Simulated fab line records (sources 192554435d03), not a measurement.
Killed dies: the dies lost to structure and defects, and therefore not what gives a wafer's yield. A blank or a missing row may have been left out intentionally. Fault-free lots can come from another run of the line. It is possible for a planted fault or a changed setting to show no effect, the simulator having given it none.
Matching of chambers -- flow n5Finfet -- N5_SDB_ETCH_18 on rieDiel-06 has 4 sister chambers
The step etches SOC in N2/H2, target depth 100 nm, overetch 20 nm, time 150 s. 8 wafers are shown with their chamber, then 10 later ones without.

== WAFERS WITH THEIR CHAMBER ==
wafer,chamber,drypumpMotorCurrentA (A),throttleValvePct (%)
L080.2,2,6.6,17.86
L083.4,2,6.6,17.88
L087.1,1,4.9,18.06
L087.6,3,5.5,18.29
L089.5,0,5.6,17.76
L089.6,3,5.4,18.31
L090.1,0,5.6,17.75
L090.3,1,4.9,18.07

== WAFERS WITH NO CHAMBER GIVEN ==
wafer,drypumpMotorCurrentA (A),throttleValvePct (%)
L090.5,4.9,18.06
L092.2,5.6,17.76
L092.3,5.4,18.32
L092.6,6.6,17.89
L093.2,5.4,18.34
L093.3,4.9,18.07
L093.5,4.9,18.07
L094.1,4.9,18.07
L094.5,5.6,17.75
L094.6,5.5,18.32

== WHICH CHAMBER EACH WENT THROUGH ==
wafer,from the rows above,in truth
L090.5,1,1
L092.2,0,0
L092.3,3,3
L092.6,2,2
L093.2,3,3
L093.3,1,1
L093.5,1,1
L094.1,1,1
L094.5,0,0
L094.6,3,3
10 of 10 placed correctly. Left unplaced by these rows: 0. Placed wrongly: 0.
How it was worked out, from the rows above alone: a wafer's distance from a chamber is the root of the sum, over the readings, of the square of ((its reading less the chamber's mean) divided by the reading's scatter). If the next closest chamber is less than 2 further off than the closest, the wafer can't be placed; otherwise it belongs to the closest. For every chamber, the mean is computed from those of its wafers that are shown. The scatter is the square root of a quotient: the sum, over the shown wafers, of each reading's squared deviation from its chamber's mean, divided by wafers minus chambers.
